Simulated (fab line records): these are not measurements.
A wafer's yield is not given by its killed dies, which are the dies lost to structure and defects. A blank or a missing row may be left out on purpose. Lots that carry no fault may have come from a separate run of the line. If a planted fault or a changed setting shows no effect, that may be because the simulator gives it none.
fab line records	flow nand-harc
record: lots: 12	wafers: 36	last-day: 32
route steps=1302 shown A_CHANNEL_FILL_D1@496 A_DECK1_JOINT@543 A_ONON_D2@562 A_CHANNEL_HOLE_D2@586 END@1302
lots that met no fault: taken from a fault-free run of the same line
start-h: the number of hours between the record's first day and the start of the first shown wafer of the lot	wait-h: how many hours have passed since the lot's step before this one	" identical to the entry in the row above	L1.1+2: a row that stands for several wafers	- no value, or no start given	* or withheld: withheld	< > ~ a bound
route shown NAME@n: names a module that has steps shown in the file, with the first one's number in the route	usual: average and standard deviation across the fault-free wafers	same: alike in all rows	chamber/n: place in a boat	sites: readings site by site	_std_site: the standard deviation of these	_edge_site: mean of outer sites minus mean of inner sites	radius-mm: for every site, how far away it sits from the centre of the wafer	mask NAME#n: copy n	behind: the last tool/chamber to shape the wafer	hold: why the lot went on hold/how many hours it stayed there/how the hold came to an end	device: which transistor (n, p or np) failed to switch	end of line: the same wafers' tests at the end of the route	where a step has no rows: the recipe by itself	killed: not the wafer's yield, but the dies lost to structure and defects at the first sort	map: shows each die of a wafer: x if killed, . if not, _ if none is there
set.NAME: the setting that was run; set.NAME@STEP: the one run at that earlier step	model.NAME: the simulator's own value behind a step, which no gauge read
the route's steps for a sample of lots (tables are steps, rows are wafers)
services: the hour from which a tool's chamber was out of use, counted from the record's first day as start-h (under 0 if before that day), plus the number of hours and why
== steps ==
step: NHARC_A_CHANNEL_FILL_D1_ALD_16
recipe: target-thk-a: 15	pulse-time-s: 10	ald-cycles: 15	temp-c: 300	material: SiO2
usual: heater-power-w: 458/56	precursor-pulse-height-rel: 0.998/0.02	susceptor-temp-C: 299.97/0.2
lot.wafer	tool	chamber	start-h	wait-h	heater-power-w	precursor-pulse-height-rel	susceptor-temp-C
L577.1	ald-hk-04	1	224.82	0.1	455	0.961	299.85
L577.2	"	2	"	"	408	1.006	300.19
L577.6	"	3	"	"	497	0.989	299.78
L580.2	ald-hk-02	2	250.91	0.0	405	1.001	300.01
L580.1	"	3	"	"	511	0.974	299.89
L580.3	"	1	"	"	425	0.962	299.97
L581.4	ald-hk-02	3	262.65	0.0	510	1.000	300.21
L581.2	"	0	"	"	529	0.976	299.88
L581.3	"	1	"	"	424	0.989	300.03
L582.1	ald-hk-03	3	282.09	0.1	477	0.996	300.25
L582.2	"	0	"	"	434	0.985	300.13
L582.5	"	2	"	"	418	1.012	299.82
L583.4	ald-hk-03	3	282.41	0.4	474	1.025	299.76
L583.3	"	1	"	"	342	0.978	299.70
L583.6	"	2	"	"	416	1.016	300.03
L584.4	ald-hk-03	3	301.47	0.1	478	1.012	299.93
L584.5	"	0	"	"	431	0.985	300.10
L584.6	"	1	"	"	337	1.011	299.97
L585.2	ald-hk-02	2	316.89	0.1	423	1.016	300.21
L585.5	"	3	"	"	511	0.969	300.05
L585.6	"	0	"	"	524	1.007	299.85
L587.4	ald-hk-04	2	323.99	0.0	437	0.991	299.97
L587.1	"	1	"	"	458	1.011	300.05
L587.6	"	3	"	"	503	0.982	300.12
L589.2	ald-hk-03	3	343.63	0.1	473	1.023	299.67
L589.5	"	2	"	"	418	0.955	299.67
L589.6	"	3	"	"	480	1.007	299.88
L590.1	ald-hk-04	3	356.62	0.0	505	1.002	299.83
L590.2	"	1	"	"	461	0.989	299.94
L590.4	"	2	"	"	450	0.972	299.99
L591.3	ald-hk-03	3	367.47	0.0	472	0.986	299.89
L591.1	"	1	"	"	337	0.991	300.44
L591.4	"	2	"	"	427	1.000	300.42
L597.2	ald-hk-04	0	424.38	0.1	539	1.001	299.90
L597.4	"	1	"	"	446	1.022	300.17
L597.3	"	2	"	"	447	1.001	299.99
step: NHARC_A_DECK1_JOINT_THK_MEAS_17
recipe: thk-meas-gauge: ellipsometry
usual: thk-nm: 44.8/1.1
lot.wafer	tool	chamber	start-h	wait-h	thk-nm
L577.1	film-metro-01	-	291.39	0.2	44.2
L577.2	"	-	"	"	44.7
L577.6	"	-	"	"	45.1
L580.1	film-metro-02	-	317.96	0.2	44.1
L580.2	"	-	"	"	43.9
L580.3	"	-	"	"	43.7
L581.2	film-metro-01	-	333.60	0.3	46.0
L581.3	"	-	"	"	43.5
L581.4	"	-	"	"	44.3
L582.1	film-metro-01	-	353.38	0.3	44.4
L582.2	"	-	"	"	45.6
L582.5	"	-	"	"	45.6
L583.3	film-metro-01	-	353.53	0.2	44.6
L583.4	"	-	"	"	45.9
L583.6	"	-	"	"	46.6
L584.4	film-metro-01	-	383.49	0.2	45.0
L584.5	"	-	"	"	45.2
L584.6	"	-	"	"	43.9
L585.2	film-metro-01	-	388.99	0.2	44.5
L585.5	"	-	"	"	45.4
L585.6	"	-	"	"	45.4
L587.1	film-metro-01	-	389.08	0.3	46.3
L587.4	"	-	"	"	47.1
L587.6	"	-	"	"	44.8
L589.2	film-metro-01	-	418.54	0.2	45.5
L589.5	"	-	"	"	46.0
L589.6	"	-	"	"	46.9
L590.1	film-metro-01	-	431.44	0.3	45.1
L590.2	"	-	"	"	44.6
L590.4	"	-	"	"	45.2
L591.1	film-metro-01	-	438.59	0.2	44.4
L591.3	"	-	"	"	45.5
L591.4	"	-	"	"	45.4
L597.2	film-metro-01	-	493.07	0.2	45.3
L597.3	"	-	"	"	44.3
L597.4	"	-	"	"	44.6
step: NHARC_A_ONON_D2_DEP_25
recipe: target-thk-a: 10000	n2-flow-sccm: 2750	n2o-flow-sccm: 2000	nh3-flow-sccm: 500	sih4-flow-sccm: 210	temp-c: 400
usual: susceptor-temp-C: 399.99/0.19
lot.wafer	tool	chamber	start-h	wait-h	susceptor-temp-C
L577.1	pecvd-onon-03	0	306.85	0.1	400.11
L577.2	"	0	"	"	400.03
L577.6	"	0	"	"	399.88
L580.1	pecvd-onon-02	0	332.17	0.1	399.79
L580.2	"	0	"	"	399.93
L580.3	"	0	"	"	399.71
L581.2	pecvd-onon-02	0	346.25	0.1	399.96
L581.3	"	0	"	"	399.93
L581.4	"	0	"	"	399.99
L582.1	pecvd-onon-04	0	365.17	0.1	400.28
L582.2	"	0	"	"	400.05
L582.5	"	0	"	"	400.33
L583.3	pecvd-onon-02	0	365.30	0.2	399.84
L583.4	"	0	"	"	399.93
L583.6	"	0	"	"	399.81
L584.4	pecvd-onon-02	0	396.77	0.2	400.11
L584.5	"	0	"	"	400.06
L584.6	"	0	"	"	400.02
L587.1	pecvd-onon-03	0	400.41	0.1	400.03
L587.4	"	0	"	"	399.99
L587.6	"	0	"	"	399.96
L585.2	pecvd-onon-02	0	400.45	0.1	399.93
L585.5	"	0	"	"	399.67
L585.6	"	0	"	"	399.97
L589.2	pecvd-onon-02	0	430.37	0.1	399.72
L589.5	"	0	"	"	399.42
L589.6	"	0	"	"	399.74
L590.1	pecvd-onon-02	0	442.85	0.1	400.27
L590.2	"	0	"	"	400.00
L590.4	"	0	"	"	400.16
L591.1	pecvd-onon-02	0	450.59	0.1	400.17
L591.3	"	0	"	"	400.03
L591.4	"	0	"	"	399.89
L597.2	pecvd-onon-03	0	506.49	0.1	399.93
L597.3	"	0	"	"	400.25
L597.4	"	0	"	"	400.04
step: NHARC_A_ONON_D2_THK_MEAS_27
recipe: thk-meas-gauge: ellipsometry
usual: thk-nm: 998/13
lot.wafer	tool	chamber	start-h	wait-h	thk-nm
L577.1	film-metro-02	-	307.36	-	1018
L577.2	"	-	"	"	1018
L577.6	"	-	"	"	1018
L580.1	film-metro-02	-	332.68	-	976
L580.2	"	-	"	"	976
L580.3	"	-	"	"	974
L581.2	film-metro-01	-	346.70	-	1017
L581.3	"	-	"	"	1015
L581.4	"	-	"	"	1014
L582.1	film-metro-02	-	365.68	-	995
L582.2	"	-	"	"	997
L582.5	"	-	"	"	995
L583.3	film-metro-01	-	365.69	-	986
L583.4	"	-	"	"	986
L583.6	"	-	"	"	986
L584.4	film-metro-01	-	397.11	-	995
L584.5	"	-	"	"	995
L584.6	"	-	"	"	995
L585.2	film-metro-02	-	400.91	-	996
L585.5	"	-	"	"	994
L585.6	"	-	"	"	996
L587.1	film-metro-02	-	400.92	-	979
L587.4	"	-	"	"	979
L587.6	"	-	"	"	982
L589.2	film-metro-02	-	430.82	-	975
L589.5	"	-	"	"	977
L589.6	"	-	"	"	976
L590.1	film-metro-01	-	443.35	-	1168
L590.2	"	-	"	"	1166
L590.4	"	-	"	"	1165
L591.1	film-metro-01	-	451.09	-	1184
L591.3	"	-	"	"	1182
L591.4	"	-	"	"	1184
L597.2	film-metro-02	-	506.94	-	1017
L597.3	"	-	"	"	1018
L597.4	"	-	"	"	1020
step: NHARC_A_CHANNEL_HOLE_D2_ETCH_38
recipe: target-depth-a: 390	over-etch-frac: 0.3	time-s: 65	ion-energy-ev: 80	cf4-flow-sccm: 150	ar-flow-sccm: 0	rf-w: 300	bias-w: 100	chemistry: CF4
usual: drypump-motor-current-A: 5.6/0.46	oes-product-au: 1.004/0.012	rf-vpp-V: 151.4/1.4	showerhead-plenum-p-Torr: 1.77/0.088	throttle-valve-pct: 13.284/0.0088
lot.wafer	tool	chamber	start-h	wait-h	drypump-motor-current-A	oes-product-au	rf-hours-counter-h	rf-vpp-V	showerhead-plenum-p-Torr	throttle-valve-pct
L577.2	rie-diel-07	0	315.32	0.1	5.9	1.012	0.4	149.7	1.65	13.289
L577.1	"	1	"	"	4.8	0.993	0.5	149.3	1.67	13.285
L577.6	"	1	"	"	4.8	0.988	-	150.7	1.67	13.282
L580.1	rie-diel-08	0	336.68	0.1	5.1	1.026	9.3	148.8	1.72	13.276
L580.3	"	1	"	"	5.5	0.994	7.8	150.0	1.69	13.284
L580.2	"	3	"	"	5.8	1.005	9.4	151.3	1.81	13.293
L581.2	rie-diel-07	0	352.57	0.1	5.9	1.008	1.7	151.0	1.65	13.270
L581.4	"	1	"	"	4.8	0.988	1.7	149.2	1.67	13.291
L581.3	"	2	"	"	6.2	1.014	1.8	153.3	1.88	13.303
L582.2	rie-diel-07	1	370.50	0.1	4.8	0.990	2.6	150.6	1.67	13.286
L582.1	"	2	"	"	6.2	1.019	2.9	151.9	1.88	13.283
L582.5	"	2	"	"	6.2	1.018	-	152.5	1.88	13.266
L583.3	rie-diel-07	0	372.75	0.1	5.9	1.006	3.5	149.9	1.65	13.293
L583.4	"	2	"	"	6.2	1.015	3.5	155.3	1.88	13.279
L583.6	"	0	"	"	5.9	0.999	-	149.2	1.65	13.301
L584.4	rie-diel-07	0	401.64	0.1	5.9	1.001	4.5	148.0	1.65	13.288
L584.5	"	3	"	"	6.2	1.008	-	151.0	1.87	13.279
L584.6	"	0	"	"	5.9	1.002	-	149.9	1.65	13.288
L585.2	rie-diel-06	2	406.11	0.1	5.8	0.989	8.4	151.3	1.73	13.282
L585.5	"	2	"	"	5.7	1.003	-	151.1	1.73	13.293
L585.6	"	3	"	"	5.5	1.003	-	152.1	1.81	13.274
L587.4	rie-diel-08	0	407.25	0.1	5.1	0.997	1.2	151.7	1.72	13.272
L587.1	"	1	"	"	5.5	1.005	1.2	151.7	1.69	13.279
L587.6	"	3	"	"	5.8	0.983	-	153.3	1.81	13.290
L589.2	rie-diel-08	0	441.59	0.1	5.1	0.995	2.2	151.1	1.72	13.287
L589.5	"	0	"	"	5.1	0.996	-	151.2	1.72	13.280
L589.6	"	1	"	"	5.5	1.024	-	149.6	1.69	13.275
L597.3	rie-diel-08	0	511.09	0.1	5.1	0.980	6.7	151.6	1.72	13.287
L597.2	"	1	"	"	5.5	0.996	7.2	151.2	1.69	13.288
L597.4	"	2	"	"	5.5	1.014	7.5	152.6	1.89	13.269
step: NHARC_END_SORT_01
recipe: temp-c: 25
usual: killed-at-array: 61/26	killed-at-other: 0.8/1.1	killed-at-periphery: 4.0/2.6	killed-dies: 66/26	killed-open: 3.1/1.7	killed-short: 2.5/1.5
same: gross-dies: 677
lot.wafer	tool	chamber	start-h	wait-h	killed-at-array	killed-at-other	killed-at-periphery	killed-dies	killed-open	killed-short
L591.1	prober-01	0	720.06	2.5	673	3	1	677	1	3
L591.3	prober-01	0	721.64	3.1	669	1	7	677	0	4
L591.4	prober-01	0	722.44	3.4	674	1	2	677	1	6
L590.1	prober-02	0	726.22	2.5	671	2	4	677	4	2
L590.2	prober-02	0	727.01	2.8	674	1	2	677	5	4
L590.4	prober-02	0	728.59	3.4	674	0	3	677	2	6
killed by level:class
L591.1 A_ONON_D2:area-dep=642 A_CHANNEL_HOLE_D1:chamber-film-flake=12 A_SLIT:chamber-film-flake=5 A_CONTACT:chamber-film-flake=5 A_STAIRCASE:chamber-film-flake=4 THIN_TSV:chamber-film-flake=3 A_CHANNEL_FILL_D1:geometric-particle:short=2 A_CHANNEL_FILL_D2:geometric-particle:open=1
L591.3 A_ONON_D2:area-dep=637 A_CHANNEL_HOLE_D1:chamber-film-flake=17 A_ZERO_WELL:chamber-film-flake=3 A_SGD_CUT:chamber-film-flake=3 A_CHANNEL_FILL_D2:geometric-particle:short=2 P_BONDPAD:chamber-film-flake=2 A_STAIRCASE:chamber-film-flake=2 A_SLIT:chamber-film-flake=2
L591.4 A_ONON_D2:area-dep=646 A_CHANNEL_HOLE_D1:chamber-film-flake=9 A_SLIT:chamber-film-flake=4 A_CONTACT:chamber-film-flake=4 A_CHANNEL_FILL_D2:geometric-particle:short=2 A_M0:geometric-particle:short=2 P_GATE:chamber-film-flake=2 A_STAIRCASE:chamber-film-flake=2
L590.1 A_ONON_D2:area-dep=584 A_SLIT:chamber-film-flake=30 A_CHANNEL_HOLE_D1:chamber-film-flake=27 A_CHANNEL_HOLE_D2:chamber-film-flake=14 A_STAIRCASE:chamber-film-flake=7 P_ZERO_WELL:chamber-film-flake=2 A_ZERO_WELL:chamber-film-flake=2 A_CHANNEL_FILL_D1:chamber-film-flake=2
L590.2 A_ONON_D2:area-dep=591 A_CHANNEL_HOLE_D1:chamber-film-flake=34 A_SLIT:chamber-film-flake=28 A_CHANNEL_HOLE_D2:chamber-film-flake=12 A_CHANNEL_FILL_D2:geometric-particle:short=2 A_SGD_CUT:geometric-particle:open=2 P_CONTACT:geometric-particle:short=1 P_M2:geometric-particle:open=1
L590.4 A_ONON_D2:area-dep=586 A_CHANNEL_HOLE_D1:chamber-film-flake=34 A_SLIT:chamber-film-flake=32 A_CHANNEL_HOLE_D2:chamber-film-flake=10 A_ONON_D1:geometric-particle:short=2 A_ONON_D2:geometric-particle:short=2 A_CHANNEL_FILL_D1:chamber-film-flake=2 A_STAIRCASE:chamber-film-flake=2
== services ==
tool	chamber	start-h	hours	kind
rie-diel-07	2	210.74	13.1	repair
rie-diel-08	2	211.32	9.2	repair
rie-diel-08	1	212.18	7.5	repair
ald-hk-04	-	231.12	0.7	repair
rie-diel-08	-	242.21	0.2	repair
rie-diel-08	3	245.28	7.5	repair
ald-hk-04	-	254.08	10.0	pm
rie-diel-08	2	276.68	20.8	repair
rie-diel-07	-	294.20	9.0	pm
rie-diel-08	3	326.94	1.5	repair
ald-hk-04	-	365.01	0.6	repair
pecvd-onon-02	-	366.00	13.0	pm
rie-diel-08	-	367.80	9.0	pm
rie-diel-07	0	374.98	5.6	repair
ald-hk-03	-	390.94	10.0	pm
rie-diel-08	-	393.32	1.2	repair
rie-diel-08	0	409.11	11.3	repair
ald-hk-04	-	432.08	10.0	pm
rie-diel-07	1	445.56	8.5	repair
rie-diel-07	-	471.20	9.0	pm
ald-hk-04	-	476.97	2.1	repair
ald-hk-04	-	492.85	0.5	repair
rie-diel-07	1	498.53	7.9	repair
rie-diel-07	3	500.99	3.9	repair
== key ==
first-sign: step: NHARC_A_ONON_D2_THK_MEAS_27	reading: thk-nm	direction: up	sigmas: 14	usual: 998	struck: 1175
effect: step: NHARC_END_SORT_01	reading: killed-at-array	direction: up	sigmas: 24	usual: 61	struck: 672
more-kills-born-at: NHARC_A_ONON_D2_DEP_25@pecvd-onon-02: 3686
met-at NHARC_A_ONON_D2_DEP_25
struck-lots L590,L591
later-rows-left-out L590.1,L590.2,L590.4,L591.1,L591.3,L591.4
tester-left-out L590,L591
not-acting-at NHARC_A_CHANNEL_FILL_D1_ALD_16,NHARC_A_DECK1_JOINT_THK_MEAS_17,NHARC_A_CHANNEL_HOLE_D2_ETCH_38
onset-between 430.37 442.85
fault: kind: process-parameter-drift	tool: pecvd-onon-02	chamber: -	onset-h: 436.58	steps: NHARC_A_ONON_D2_DEP_25	channel: target-thk-a	offset: *	shape: step	end-h: 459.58	acts-in: *	stated: *
tester-left-out: of these lots the tester's yield and bins aren't shown, on N5 and GAA mostly nor the transistor test; their killed dies are dies lost to structure and defects alone, not to doping, threshold or leakage, so they don't give the yield
later-rows-left-out: the simulator's readings of these wafers behind a module that went badly wrong aren't trusted and aren't shown, but for the sort
